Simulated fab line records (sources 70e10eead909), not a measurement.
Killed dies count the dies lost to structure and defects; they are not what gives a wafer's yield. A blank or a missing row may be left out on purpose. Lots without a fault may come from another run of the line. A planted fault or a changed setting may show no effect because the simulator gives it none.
Chamber matching ; flow nand harc ; 4 sister chambers for NHARC_A_STAIRCASE_DESCUM_270 on rie diel-09
The step chemistry O2, time 3 s. 18 wafers are shown with their chamber, then 9 later ones without.

== EACH WAFER AND ITS CHAMBER ==
wafer;chamber;drypump motor current A (A);showerhead plenum p Torr (Torr);throttle valve pct (%)
L076.1;2;6.0;1.90;11.324
L076.3;1;5.2;1.86;11.322
L076.5;3;5.0;1.97;11.315
L077.2;1;5.3;1.86;11.308
L077.5;3;5.0;1.97;11.307
L077.6;0;6.3;1.85;11.317
L082.1;0;6.3;1.85;11.319
L082.4;2;6.0;1.89;11.314
L082.5;1;5.2;1.85;11.321
L084.3;0;6.3;1.85;11.316
L084.5;0;6.3;1.85;11.318
L084.6;1;5.3;1.85;11.306
L088.1;2;6.0;1.89;11.319
L088.2;0;6.3;1.84;11.330
L088.3;1;5.2;1.85;11.311
L087.2;1;5.3;1.85;11.323
L087.5;0;6.3;1.84;11.309
L087.6;1;5.3;1.85;11.310

SIGNATURES (means of the wafers above)
reading;chamber 0;chamber 1;chamber 2;chamber 3;scatter within a chamber
drypump motor current A;6.300;5.257;6.000;5.000;0.035
showerhead plenum p Torr;1.8467;1.8529;1.8933;1.9700;0.00495
throttle valve pct;11.31817;11.31443;11.31900;11.31100;0.00671
Rule: distance of a wafer from a chamber = root of the sum over the readings of ((wafer's reading minus chamber's mean) / reading's scatter) squared. If the next closest chamber is less than 2 further off than the closest, the wafer can't be placed; otherwise it belongs to the closest. How the scatter is found: for the shown wafers, subtract from each reading the mean of its chamber, square and add these, divide the total by (wafers less chambers), then take the root.

== WAFERS MISSING THEIR CHAMBER ==
wafer;drypump motor current A (A);showerhead plenum p Torr (Torr);throttle valve pct (%)
L089.1;5.2;1.84;11.313
L089.3;5.0;1.96;11.322
L089.5;6.0;1.89;11.325
L094.1;5.2;1.84;11.300
L094.3;6.3;1.84;11.295
L094.4;5.2;1.84;11.311
L095.1;5.3;1.84;11.315
L095.2;4.9;1.95;11.320
L095.3;6.0;1.88;11.312

== CHAMBER TAKEN BY EACH ==
wafer;from the rows above;in truth
L089.1;1;1
L089.3;3;3
L089.5;2;2
L094.1;1;1
L094.3;0;0
L094.4;1;1
L095.1;1;1
L095.2;3;3
L095.3;2;2
9 of 9 placed correctly. From these rows, 0 cannot be placed. Number placed wrongly: 0.
